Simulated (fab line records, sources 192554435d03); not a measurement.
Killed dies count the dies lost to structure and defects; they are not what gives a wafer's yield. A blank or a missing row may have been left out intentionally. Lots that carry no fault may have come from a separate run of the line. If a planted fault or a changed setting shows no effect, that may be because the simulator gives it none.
What tool caused it? | flow n5Finfet | 6 lots (17 wafers sampled), 1 step of a 1938-step route

== WHAT EACH GAUGE READ, for each wafer ==
N5_PMOS_HMC_CHANNEL_EPI_OVL_MEAS_10.
lot  | measured    | on         | PMOS_HMC_BLK_OVL (nm)
L418 | day 1 23:15 | overlay-01 | -1.1 -1.0 -2.2
L424 | day 3 11:12 | overlay-01 | 0.5 -1.2 1.5
L432 | day 5 11:31 | overlay-02 | -0.4 -1.5 0.0
L435 | day 6 05:49 | overlay-02 | -1.8 -1.1
L438 | day 7 00:00 | overlay-02 | -0.5 -1.2 0.3
L440 | day 7 11:02 | overlay-02 | 0.3 0.4 -0.5

== WHICH TOOL RAN EACH LOT (tool, then ch and the chambers of the sampled wafers, then the start) ==
Record: no process step prior to these readings.

== THE ANSWER, worked out from the rows above alone ==
Rule: the usual values come from the lots themselves. The widest of any qualifying gaps counts: lots, ordered by their means at a reading, are off when they make up no more than a third of the lots, leave a main group of 4 or more, and stand apart from it by 3 or more times the standard deviation of that group's means. A main group is skipped when, at the precision printed for the reading in the tables above, its means are all equal. A lot without any number at a reading at which 4 lots or more have one is off too. All remaining lots with rows at the step are treated as sound.
Nothing can be told from this: no lot is off at any reading shown.

== WHAT THE SIMULATOR HAD PUT IN ==
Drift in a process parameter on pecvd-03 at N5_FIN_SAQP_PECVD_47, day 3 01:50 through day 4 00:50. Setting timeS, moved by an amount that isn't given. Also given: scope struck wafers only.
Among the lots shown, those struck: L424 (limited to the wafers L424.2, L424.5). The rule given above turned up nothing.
